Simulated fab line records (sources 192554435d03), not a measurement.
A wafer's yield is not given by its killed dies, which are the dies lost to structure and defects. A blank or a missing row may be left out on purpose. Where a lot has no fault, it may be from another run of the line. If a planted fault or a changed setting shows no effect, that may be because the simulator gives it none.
Which tool was responsible? | flow n5 finfet | Sampling: 9 lots, 26 wafers, 7 of 1938 route steps

== WHAT EACH GAUGE READ, for each wafer ==
N5_PMOS_HMC_CHANNEL_EPI_INSPECT_30: inspects for defects (darkfield). Usual: raw defect count at 20, with a standard deviation of 6.3.
lot  | measured    | on                | raw defect count | flag
L564 | day 2 08:40 | defect inspect-01 | 20 21 14         |
L567 | day 3 02:38 | defect inspect-02 | 27 34 26         |
L568 | day 3 08:05 | defect inspect-02 | 16 21 23         |
L570 | day 3 20:56 | defect inspect-02 | 14 18 12         |
L572 | day 4 10:05 | defect inspect-02 | 17 13 21         |
L577 | day 5 14:58 | defect inspect-01 | 28 20 20         |
L580 | day 6 07:59 | defect inspect-01 | 15 8             |
L582 | day 6 20:19 | defect inspect-02 | 16 22 18         |
L585 | day 7 14:16 | defect inspect-01 | 23 17 22         |

N5_FIN_SAQP_THK_MEAS_07. Usual: thk nm at 60.0 nm, with a standard deviation of 0.79.
lot  | measured    | on            | thk nm (nm)    | flag
L564 | day 2 10:02 | film metro-01 | 60.0 61.2 59.9 |
L567 | day 3 03:28 | film metro-01 | 58.6 60.0 60.8 |
L568 | day 3 09:03 | film metro-02 | 60.3 59.8 60.7 |
L570 | day 3 22:50 | film metro-01 | 59.2 59.5 61.4 |
L572 | day 4 10:59 | film metro-02 | 60.7 60.1 59.6 |
L577 | day 5 15:53 | film metro-01 | 60.1 30.8 31.6 | OFF
L580 | day 6 08:50 | film metro-02 | 30.0 30.5      | OFF
L582 | day 6 21:09 | film metro-01 | 58.8 30.0 59.7 | OFF
L585 | day 7 15:08 | film metro-02 | 58.5 59.9 60.5 |

N5_BEOL_M4_RC_MEAS_101. Usual: DIBL_N 36.0 mV/V, standard deviation 1.7; DIBL_P 36.0 mV/V, standard deviation 2; IOFF_N 0.156 nA/um, standard deviation 0.028; IOFF_P 0.21 nA/um, standard deviation 0.04; ION_N 673 uA/um, standard deviation 12; ION_P 463 uA/um, standard deviation 8.3; SS_N 71.4 mV/dec, standard deviation 0.6; SS_P 73.3 mV/dec, standard deviation 0.66; VT_N 250 mV, standard deviation 3; VT_P -250 mV, standard deviation 3.8.
lot  | measured     | on        | DIBL_N (mV/V)  | DIBL_P (mV/V)  | IOFF_N (nA/um)    | IOFF_P (nA/um) | ION_N (uA/um) | ION_P (uA/um) | SS_N (mV/dec)  | SS_P (mV/dec)  | VT_N (mV)   | VT_P (mV)      | flag
L564 | day 8 01:18  | prober-02 | 35.8 38.5 35.0 | 35.5 39.1 35.3 | 0.155 0.207 0.146 | 0.16 0.22 0.17 | 674 680 668   | 460 454 454   | 72.5 72.3 70.5 | 73.2 74.7 73.0 | 250 248 248 | -257 -251 -256 |
L567 | day 8 22:27  | prober-01 | 34.8 37.8 35.3 | 33.7 38.1 34.2 | 0.118 0.169 0.136 | 0.18 0.24 0.18 | 652 669 672   | 454 465 463   | 71.3 72.4 71.1 | 73.1 73.7 72.9 | 255 250 250 | -252 -246 -252 |
L568 | day 9 11:20  | prober-02 | 39.3 36.9 38.1 | 39.6 36.2 36.6 | 0.205 0.154 0.160 | 0.27 0.21 0.21 | 676 662 662   | 471 456 455   | 72.0 71.2 71.5 | 75.0 74.1 74.0 | 248 254 254 | -247 -253 -254 |
L570 | day 9 16:02  | prober-02 | 36.1 36.3 36.6 | 35.1 35.6 35.9 | 0.155 0.168 0.159 | 0.20 0.22 0.22 | 669 681 673   | 462 465 461   | 71.7 70.9 71.8 | 73.6 73.2 74.5 | 252 248 251 | -251 -247 -250 |
L572 | day 10 11:10 | prober-02 | 32.3 34.6 34.7 | 32.4 35.4 35.3 | 0.112 0.156 0.142 | 0.19 0.23 0.22 | 658 682 660   | 462 467 459   | 70.2 71.0 71.6 | 72.7 73.5 73.2 | 254 250 252 | -249 -247 -247 |
L577 | day 11 14:01 | prober-02 | 38.0 36.2 33.9 | 39.2 36.7 34.5 | 0.202 0.174 0.133 | 0.22 0.19 0.16 | 691 681 667   | 464 458 457   | 72.0 71.3 70.4 | 74.4 73.9 73.4 | 245 248 251 | -251 -252 -256 |
L580 | day 12 11:52 | prober-01 | 34.1 33.2      | 35.3 33.7      | 0.130 0.116       | 0.16 0.15      | 660 672       | 447 451       | 71.4 71.2      | 72.9 72.9      | 252 251     | -257 -256      |
L582 | day 13 12:47 | prober-01 | 38.1 37.2 38.8 | 38.5 36.4 38.3 | 0.208 0.179 0.202 | 0.24 0.20 0.25 | 692 673 686   | 468 455 466   | 71.7 71.9 72.1 | 73.9 73.5 74.6 | 247 249 246 | -249 -254 -250 |
L585 | day 14 00:35 | prober-02 | 36.8 36.1 36.3 | 37.8 37.0 36.7 | 0.184 0.167 0.166 | 0.23 0.21 0.21 | 694 684 680   | 471 464 459   | 71.0 71.1 71.8 | 73.2 72.9 73.4 | 246 248 247 | -249 -251 -253 |

== EACH LOT AND THE TOOL THAT RAN IT (in order: tool; ch and the chambers of the sampled wafers; start) ==
lot  | N5_PMOS_HMC_CHANNEL_EPI_ETCH_32   | N5_FIN_SAQP_PECVD_47           | N5_FIN_SAQP_PECVD_06           | N5_FIN_SAQP_MANDREL_ETCH_22
L564 | rie diel-02 ch 1,2, day 2 05:32   | pecvd-01 ch 1,2, day 2 09:52   | pecvd-01 ch 1,2, day 2 09:56   | rie si-05 ch 0,2,3, day 2 10:54
L567 | rie diel-05 ch 0,1,3, day 2 23:56 | pecvd-01 ch 0,1,2, day 3 03:18 | pecvd-01 ch 0,1,2, day 3 03:23 | rie si-04 ch 1,2,3, day 3 04:22
L568 | rie diel-02 ch 0,2,3, day 3 05:23 | pecvd-01 ch 0,1, day 3 08:53   | pecvd-01 ch 0,1, day 3 08:58   | rie si-02 ch 1,2,3, day 3 10:02
L570 | rie diel-04 ch 1,2, day 3 17:43   | pecvd-03 ch 0,1, day 3 22:40   | pecvd-03 ch 0,1, day 3 22:45   | rie si-04 ch 0,2, day 3 23:43
L572 | rie diel-02 ch 2,3, day 4 07:22   | pecvd-03 ch 1,2, day 4 10:46   | pecvd-03 ch 1,2, day 4 10:53   | rie si-02 ch 0,2, day 4 11:43
L577 | rie diel-02 ch 0,1,2, day 5 12:09 | pecvd-01 ch 0,1,2, day 5 15:43 | pecvd-01 ch 0,1,2, day 5 15:47 | rie si-05 ch 0,1,2, day 5 16:47
L580 | rie diel-05 ch 1,2, day 6 05:10   | pecvd-01 ch 0,2, day 6 08:40   | pecvd-01 ch 0,2, day 6 08:44   | rie si-05 ch 0,3, day 6 09:34
L582 | rie diel-04 ch 0,1, day 6 17:30   | pecvd-01 ch 0,1,2, day 6 20:59 | pecvd-01 ch 0,1,2, day 6 21:04 | rie si-04 ch 0,2,3, day 6 21:53
L585 | rie diel-02 ch 1,2,3, day 7 11:26 | pecvd-02 ch 0,1,2, day 7 14:58 | pecvd-02 ch 0,1,2, day 7 15:03 | rie si-05 ch 0,1,2, day 7 16:00
- N5_PMOS_HMC_CHANNEL_EPI_ETCH_32: etches BARC in N2/H2, stops on SiO2, target depth 85.8 nm, time 50.3 s.
- N5_FIN_SAQP_PECVD_47: deposits a-Si from SiH4/He, target thk 45 nm, time 36.3 s.
- N5_FIN_SAQP_PECVD_06: deposits a-Si from SiH4/He, target thk 60 nm, time 48.1 s.
- N5_FIN_SAQP_MANDREL_ETCH_22: etches a-Si in HBr/Cl2, stops on SiNx, target depth 60 nm, bt time 10 s, time 30 s.

== WHAT THE TOOLS THEMSELVES READ (means of the sampled wafers that have a number; where no wafer has one, the mark that the record gives instead) ==
N5_PMOS_HMC_CHANNEL_EPI_ETCH_32. Usual: bias w 149.9 W, standard deviation 0.41; drypump motor current A 5.8 A, standard deviation 0.54; oes product au 0.64 a.u., standard deviation 0.063; rf vpp V 523.9 V, standard deviation 2.4; showerhead plenum p Torr 2.54 Torr, standard deviation 0.088; throttle valve pct 17.97 %, standard deviation 0.24.
lot  | tool        | bias w (W) | drypump motor current A (A) | oes product au (a.u.) | rf vpp V (V) | showerhead plenum p Torr (Torr) | throttle valve pct (%) | flag
L564 | rie diel-02 | 150.0      | 6.4                         | 0.67                  | 524.8        | 2.54                            | 18.18                  |
L567 | rie diel-05 | 150.1      | 5.8                         | 0.68                  | 523.7        | 2.52                            | 17.80                  |
L568 | rie diel-02 | 150.0      | 6.1                         | 0.69                  | 523.6        | 2.52                            | 17.95                  |
L570 | rie diel-04 | 149.8      | 5.6                         | 0.61                  | 526.5        | 2.62                            | 17.82                  |
L572 | rie diel-02 | 149.9      | 6.6                         | 0.73                  | 523.4        | 2.58                            | 18.00                  |
L577 | rie diel-02 | 150.3      | 6.0                         | 0.65                  | 523.1        | 2.49                            | 18.10                  |
L580 | rie diel-05 | 150.6      | 6.0                         | 0.74                  | 522.6        | 2.48                            | 17.70                  |
L582 | rie diel-04 | 149.9      | 5.4                         | 0.58                  | 526.2        | 2.61                            | 18.24                  |
L585 | rie diel-02 | 149.9      | 6.5                         | 0.66                  | 523.1        | 2.54                            | 18.12                  |

N5_FIN_SAQP_PECVD_47. Usual: heater power w 826 W, standard deviation 82; showerhead plenum p Torr 5.66 Torr, standard deviation 0.074; throttle valve pct 17.8 %, standard deviation 0.92.
lot  | tool     | heater power w (W) | showerhead plenum p Torr (Torr) | throttle valve pct (%) | flag
L564 | pecvd-01 | 779                | 5.64                            | 17.4                   |
L567 | pecvd-01 | 785                | 5.61                            | 17.5                   |
L568 | pecvd-01 | 804                | 5.57                            | 18.3                   |
L570 | pecvd-03 | 852                | 5.64                            | 17.9                   |
L572 | pecvd-03 | 913                | 5.65                            | 17.9                   |
L577 | pecvd-01 | 762                | 5.61                            | 17.3                   |
L580 | pecvd-01 | 784                | 5.59                            | 17.3                   |
L582 | pecvd-01 | 707                | 5.61                            | 17.5                   |
L585 | pecvd-02 | 877                | 5.74                            | 18.3                   |

N5_FIN_SAQP_PECVD_06. Usual: heater power w 814 W, standard deviation 77; showerhead plenum p Torr 5.66 Torr, standard deviation 0.073; throttle valve pct 17.8 %, standard deviation 0.92.
lot  | tool     | heater power w (W) | showerhead plenum p Torr (Torr) | throttle valve pct (%) | flag
L564 | pecvd-01 | 744                | 5.64                            | 17.5                   |
L567 | pecvd-01 | 779                | 5.60                            | 17.6                   |
L568 | pecvd-01 | 813                | 5.58                            | 18.4                   |
L570 | pecvd-03 | 796                | 5.62                            | 17.8                   |
L572 | pecvd-03 | 870                | 5.65                            | 18.0                   |
L577 | pecvd-01 | 790                | 5.62                            | 17.4                   |
L580 | pecvd-01 | 740                | 5.61                            | 17.2                   |
L582 | pecvd-01 | 766                | 5.61                            | 17.6                   |
L585 | pecvd-02 | 863                | 5.74                            | 18.3                   |

N5_FIN_SAQP_MANDREL_ETCH_22. Usual: bias w 74.98 W, standard deviation 0.22; drypump motor current A 5.5 A, standard deviation 0.6; oes product au 0.769 a.u., standard deviation 0.014; throttle valve pct 35.5 %, standard deviation 0.36.
lot  | tool      | bias w (W) | drypump motor current A (A) | oes product au (a.u.) | throttle valve pct (%) | flag
L564 | rie si-05 | 74.94      | 5.6                         | 0.768                 | 35.3                   |
L567 | rie si-04 | 74.80      | 5.4                         | 0.770                 | 35.4                   |
L568 | rie si-02 | 75.05      | 5.8                         | 0.777                 | 35.5                   |
L570 | rie si-04 | 75.00      | 6.3                         | 0.749                 | 35.1                   |
L572 | rie si-02 | 75.23      | 5.4                         | 0.768                 | 35.8                   |
L577 | rie si-05 | 74.87      | 5.3                         | 0.627                 | 35.7                   | OFF
L580 | rie si-05 | 75.02      | 5.2                         | 0.546                 | 35.9                   | OFF
L582 | rie si-04 | 74.90      | 5.8                         | 0.682                 | 35.5                   | OFF
L585 | rie si-05 | 75.08      | 5.3                         | 0.771                 | 35.4                   |

== THE ANSWER, worked out from the rows above alone ==
Rule: a lot is off if the mean of its wafers that have a number lies more than 3 standard deviations from the usual mean. Also off: a lot with no number at a reading for which 4 or more lots have one. All remaining lots with rows at the step are treated as sound. After the gauges, taken in route order, come the tools' own readings; for these a lot's mean is taken, as printed above. The first step at which some lot is off is used, and at that step the reading that is off furthest; a lot without a number counts as furthest.
Off at N5_FIN_SAQP_THK_MEAS_07 (thk nm): L577, L580, L582.
A tool fits if, at a process step before that reading, it ran every lot that is off, and no sound lot after the first of them. The gauges at N5_FIN_SAQP_THK_MEAS_07 aren't tried: what is off there is off at N5_FIN_SAQP_MANDREL_ETCH_22 too, on other tools, and a gauge's error can't cause that. One fits: N5_FIN_SAQP_PECVD_47 and N5_FIN_SAQP_PECVD_06 on pecvd-01. At N5_FIN_SAQP_PECVD_47 its last sound lot is L568 (day 3 08:53), its first lot that is off L577 (day 5 15:43): a fault that began between those two fits.

== WHAT THE SIMULATOR HAD PUT IN ==
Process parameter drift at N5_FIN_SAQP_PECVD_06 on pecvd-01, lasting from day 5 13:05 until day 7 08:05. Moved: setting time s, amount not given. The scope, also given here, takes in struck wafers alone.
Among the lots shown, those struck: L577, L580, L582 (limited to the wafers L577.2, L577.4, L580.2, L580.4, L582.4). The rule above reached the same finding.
